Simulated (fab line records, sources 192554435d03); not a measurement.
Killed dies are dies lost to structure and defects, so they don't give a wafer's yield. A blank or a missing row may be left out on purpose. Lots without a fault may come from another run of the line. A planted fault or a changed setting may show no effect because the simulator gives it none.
Which tool did it? | flow n5_finfet | 11 lots, 33 wafers sampled, at 2 steps of a route of 1938

WHAT THE GAUGES READ, wafer by wafer
N5_BEOL_M6_CD_MEAS_35: target cd 40 nm, target cd y 28 nm.
lot  | measured     | on        | cd_nm (nm)
L852 | day 8 21:15  | cd_sem-02 | 39.4 39.9 40.4
L854 | day 9 08:28  | cd_sem-01 | 39.5 39.9 40.2
L860 | day 11 05:55 | cd_sem-02 | 40.3 40.3 39.6
L863 | day 11 13:21 | cd_sem-02 | 40.7 40.0 40.1
L866 | day 12 17:05 | cd_sem-03 | 39.8 40.1 40.0
L865 | day 12 17:29 | cd_sem-03 | 40.7 40.0 40.7
L867 | day 12 20:52 | cd_sem-02 | 39.3 39.7 39.2
L870 | day 13 10:22 | cd_sem-02 | 40.3 41.2 41.1
L871 | day 14 00:37 | cd_sem-02 | 41.4 41.5 41.0
L874 | day 14 10:52 | cd_sem-03 | 40.1 40.5 40.1
L873 | day 15 02:07 | cd_sem-03 | 40.1 40.3 39.7

WHICH TOOL RAN EACH LOT (tool, then ch and the chambers of the sampled wafers, then the start)
lot  | N5_BEOL_M6_STRIP_36
L852 | rie_diel-06 ch 0,1,3, day 8 20:55
L854 | rie_diel-06 ch 2,3, day 9 08:07
L860 | rie_diel-05 ch 0,1,3, day 11 05:34
L863 | rie_diel-05 ch 1,2,3, day 11 13:00
L866 | rie_diel-02 ch 0,1,2, day 12 16:44
L865 | rie_diel-05 ch 0,1,2, day 12 17:08
L867 | rie_diel-06 ch 0,1,2, day 12 20:31
L870 | rie_diel-06 ch 1,3, day 13 10:00
L871 | rie_diel-06 ch 0,1,2, day 14 00:16
L874 | rie_diel-06 ch 0,1,2, day 14 10:30
L873 | rie_diel-06 ch 0,1,3, day 15 01:46
- N5_BEOL_M6_STRIP_36: strips in N2/H2.

THE ANSWER, worked out from the rows above alone
Rule: what is usual is taken from the lots themselves. Put in order of their means at a reading, lots are off if they are a third of the lots or fewer, leave a main group of 4 or more, and stand apart from it by a gap of 3 or more times the standard deviation of the main group's means; of several such gaps the widest counts. A main group whose means are all the same, to the digits that the tables above print for the reading, isn't used. A lot without any number at a reading at which 4 lots or more have one is off too. The other lots that the step has rows for count as sound.
No lot is off at any reading shown: from this, nothing can be told.

WHAT THE SIMULATOR HAD PUT IN
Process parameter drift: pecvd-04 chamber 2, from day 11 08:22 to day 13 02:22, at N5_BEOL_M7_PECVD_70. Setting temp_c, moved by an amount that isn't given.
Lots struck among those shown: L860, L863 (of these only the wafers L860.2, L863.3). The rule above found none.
